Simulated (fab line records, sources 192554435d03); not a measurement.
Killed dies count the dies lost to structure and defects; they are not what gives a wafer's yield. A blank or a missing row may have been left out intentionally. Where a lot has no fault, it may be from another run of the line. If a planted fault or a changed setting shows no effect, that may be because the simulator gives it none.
Which of the tools did it? / flow n5-finfet / 33 wafers from 11 lots sampled at 3 of the route's 1938 steps

WHAT EACH GAUGE READ, for each wafer
N5_BEOL_M14_THK_MEAS_50: measures by xrf.
lot=L618; measured=day 11 06:50; on=film-metro-02; M14_THK (nm)=562 526 539
lot=L620; measured=day 11 20:45; on=film-metro-02; M14_THK (nm)=523 562 547
lot=L622; measured=day 12 12:59; on=film-metro-02; M14_THK (nm)=563 558 557
lot=L624; measured=day 12 13:25; on=film-metro-02; M14_THK (nm)=544 568 561
lot=L625; measured=day 12 21:15; on=film-metro-02; M14_THK (nm)=570 560 557
lot=L627; measured=day 13 13:07; on=film-metro-02; M14_THK (nm)=546 546 546
lot=L631; measured=day 14 13:16; on=film-metro-02; M14_THK (nm)=532 561 519
lot=L632; measured=day 14 20:26; on=film-metro-02; M14_THK (nm)=567 548 574
lot=L639; measured=day 16 20:04; on=film-metro-01; M14_THK (nm)=549 553 563
lot=L640; measured=day 16 21:10; on=film-metro-01; M14_THK (nm)=551 565 552
lot=L638; measured=day 17 00:37; on=film-metro-02; M14_THK (nm)=561 535 561

WHICH TOOL RAN EACH LOT (tool, then ch and the chambers of the sampled wafers, then the start)
lot=L618; N5_BEOL_M14_ETCH_38=rie-diel-04 ch 0,1,3, day 11 06:15 or earlier; N5_BEOL_M14_ANNEAL_48=rtp-anneal-01 ch 0, day 11 06:15
lot=L620; N5_BEOL_M14_ETCH_38=rie-diel-04 ch 2,3, day 11 20:12 or earlier; N5_BEOL_M14_ANNEAL_48=rtp-anneal-02 ch 0, day 11 20:12
lot=L622; N5_BEOL_M14_ETCH_38=rie-diel-04 ch 1,2,3, day 12 12:29 or earlier; N5_BEOL_M14_ANNEAL_48=rtp-anneal-01 ch 0, day 12 12:29
lot=L624; N5_BEOL_M14_ETCH_38=rie-diel-05 ch 0,1,2, day 12 12:52 or earlier; N5_BEOL_M14_ANNEAL_48=rtp-anneal-02 ch 0, day 12 12:52
lot=L625; N5_BEOL_M14_ETCH_38=rie-diel-05 ch 0,2, day 12 20:40 or earlier; N5_BEOL_M14_ANNEAL_48=rtp-anneal-01 ch 0, day 12 20:40
lot=L627; N5_BEOL_M14_ETCH_38=rie-diel-05 ch 0,1,2, day 13 12:31 or earlier; N5_BEOL_M14_ANNEAL_48=rtp-anneal-02 ch 0, day 13 12:31
lot=L631; N5_BEOL_M14_ETCH_38=rie-diel-05 ch 0,2,3, day 14 12:46 or earlier; N5_BEOL_M14_ANNEAL_48=rtp-anneal-02, day 14 12:46
lot=L632; N5_BEOL_M14_ETCH_38=rie-diel-04 ch 0,1, day 14 19:51 or earlier; N5_BEOL_M14_ANNEAL_48=rtp-anneal-02, day 14 19:51
lot=L639; N5_BEOL_M14_ETCH_38=rie-diel-06 ch 1,2,3, day 16 19:34 or earlier; N5_BEOL_M14_ANNEAL_48=rtp-anneal-01 ch 0, day 16 19:34
lot=L640; N5_BEOL_M14_ETCH_38=rie-diel-06 ch 0,2, day 16 20:34 or earlier; N5_BEOL_M14_ANNEAL_48=rtp-anneal-02 ch 0, day 16 20:34
lot=L638; N5_BEOL_M14_ETCH_38=rie-diel-05 ch 1,2,3, day 17 00:02 or earlier; N5_BEOL_M14_ANNEAL_48=rtp-anneal-01 ch 0, day 17 00:02
- N5_BEOL_M14_ETCH_38: etches SiCN in CF4/N2, target depth 106.5 nm, time 120.6 s.
- N5_BEOL_M14_ANNEAL_48: time 90 s.

AS READ BY THE TOOLS THEMSELVES (means over the sampled wafers that have a number; for cases with no such wafer, the mark the record gives instead)
N5_BEOL_M14_ETCH_38.
lot=L618; tool=rie-diel-04; drypump-motor-current-A (A)=5.5; oes-product-au (a.u.)=0.71; rf-vpp-V (V)=381.4; showerhead-plenum-p-Torr (Torr)=2.19; throttle-valve-pct (%)=15.50
lot=L620; tool=rie-diel-04; drypump-motor-current-A (A)=5.9; oes-product-au (a.u.)=0.80; rf-vpp-V (V)=381.3; showerhead-plenum-p-Torr (Torr)=2.17; throttle-valve-pct (%)=15.65
lot=L622; tool=rie-diel-04; drypump-motor-current-A (A)=5.7; oes-product-au (a.u.)=0.77; rf-vpp-V (V)=381.0; showerhead-plenum-p-Torr (Torr)=2.15; throttle-valve-pct (%)=15.56
lot=L624; tool=rie-diel-05; drypump-motor-current-A (A)=5.5; oes-product-au (a.u.)=0.79; rf-vpp-V (V)=384.4; showerhead-plenum-p-Torr (Torr)=2.25; throttle-valve-pct (%)=15.46
lot=L625; tool=rie-diel-05; drypump-motor-current-A (A)=5.6; oes-product-au (a.u.)=0.79; rf-vpp-V (V)=385.1; showerhead-plenum-p-Torr (Torr)=2.30; throttle-valve-pct (%)=15.44
lot=L627; tool=rie-diel-05; drypump-motor-current-A (A)=5.5; oes-product-au (a.u.)=0.78; rf-vpp-V (V)=383.5; showerhead-plenum-p-Torr (Torr)=2.25; throttle-valve-pct (%)=15.49
lot=L631; tool=rie-diel-05; drypump-motor-current-A (A)=5.9; oes-product-au (a.u.)=0.80; rf-vpp-V (V)=384.8; showerhead-plenum-p-Torr (Torr)=2.31; throttle-valve-pct (%)=15.42
lot=L632; tool=rie-diel-04; drypump-motor-current-A (A)=5.8; oes-product-au (a.u.)=0.78; rf-vpp-V (V)=381.4; showerhead-plenum-p-Torr (Torr)=2.14; throttle-valve-pct (%)=15.31
lot=L639; tool=rie-diel-06; drypump-motor-current-A (A)=5.3; oes-product-au (a.u.)=0.84; rf-vpp-V (V)=382.4; showerhead-plenum-p-Torr (Torr)=2.22; throttle-valve-pct (%)=15.55
lot=L640; tool=rie-diel-06; drypump-motor-current-A (A)=5.1; oes-product-au (a.u.)=0.89; rf-vpp-V (V)=380.8; showerhead-plenum-p-Torr (Torr)=2.14; throttle-valve-pct (%)=15.40
lot=L638; tool=rie-diel-05; drypump-motor-current-A (A)=5.6; oes-product-au (a.u.)=0.80; rf-vpp-V (V)=384.5; showerhead-plenum-p-Torr (Torr)=2.25; throttle-valve-pct (%)=15.30

N5_BEOL_M14_ANNEAL_48.
lot=L618; tool=rtp-anneal-01; anneal-temp-c (C)=224.87; anneal-temp-c-max=225.7; wafer_temp_C_max=226.01
lot=L620; tool=rtp-anneal-02; anneal-temp-c (C)=225.08; anneal-temp-c-max=226.5; wafer_temp_C_max=226.48
lot=L622; tool=rtp-anneal-01; anneal-temp-c (C)=225.05; anneal-temp-c-max=225.8; wafer_temp_C_max=225.88
lot=L624; tool=rtp-anneal-02; anneal-temp-c (C)=224.91; anneal-temp-c-max=226.4; wafer_temp_C_max=226.07
lot=L625; tool=rtp-anneal-01; anneal-temp-c (C)=224.95; anneal-temp-c-max=225.7; wafer_temp_C_max=226.02
lot=L627; tool=rtp-anneal-02; anneal-temp-c (C)=224.84; anneal-temp-c-max=226.3; wafer_temp_C_max=226.07
lot=L631; tool=rtp-anneal-02; anneal-temp-c (C)=-; anneal-temp-c-max=-; wafer_temp_C_max=-
lot=L632; tool=rtp-anneal-02; anneal-temp-c (C)=-; anneal-temp-c-max=-; wafer_temp_C_max=-
lot=L639; tool=rtp-anneal-01; anneal-temp-c (C)=225.24; anneal-temp-c-max=225.9; wafer_temp_C_max=226.04
lot=L640; tool=rtp-anneal-02; anneal-temp-c (C)=225.14; anneal-temp-c-max=226.3; wafer_temp_C_max=226.08
lot=L638; tool=rtp-anneal-01; anneal-temp-c (C)=224.95; anneal-temp-c-max=225.8; wafer_temp_C_max=226.30

THE ANSWER, worked out from the rows above alone
Rule: what is usual is taken from the lots themselves. The widest of any qualifying gaps counts: lots, ordered by their means at a reading, are off when they make up no more than a third of the lots, leave a main group of 4 or more, and stand apart from it by 3 or more times the standard deviation of that group's means. The tables above print the reading to a certain number of digits; a main group whose means all agree to those digits is not used. A lot without any number at a reading at which 4 lots or more have one is off too. All remaining lots with rows at the step are treated as sound. Order of review: gauges by route order, followed by the tools' own readings, for which a lot's mean as printed above is used. The first step at which some lot is off is used, and at that step the reading that is off furthest; a lot without a number counts as furthest.
Off: L631, L632, at N5_BEOL_M14_ANNEAL_48 (anneal-temp-c). Without a number there: L631, L632. The main group: mean 225.00 C, standard deviation 0.13.
If a tool, at that step or one of the process steps before it, ran each lot that is off and ran no sound lot following the first of them, it fits. Because N5_BEOL_M14_ETCH_38 lacks a start for some lots, the hours and order of its lots are taken from N5_BEOL_M14_ANNEAL_48. Of those tried, none fits.

WHAT THE SIMULATOR HAD INSERTED
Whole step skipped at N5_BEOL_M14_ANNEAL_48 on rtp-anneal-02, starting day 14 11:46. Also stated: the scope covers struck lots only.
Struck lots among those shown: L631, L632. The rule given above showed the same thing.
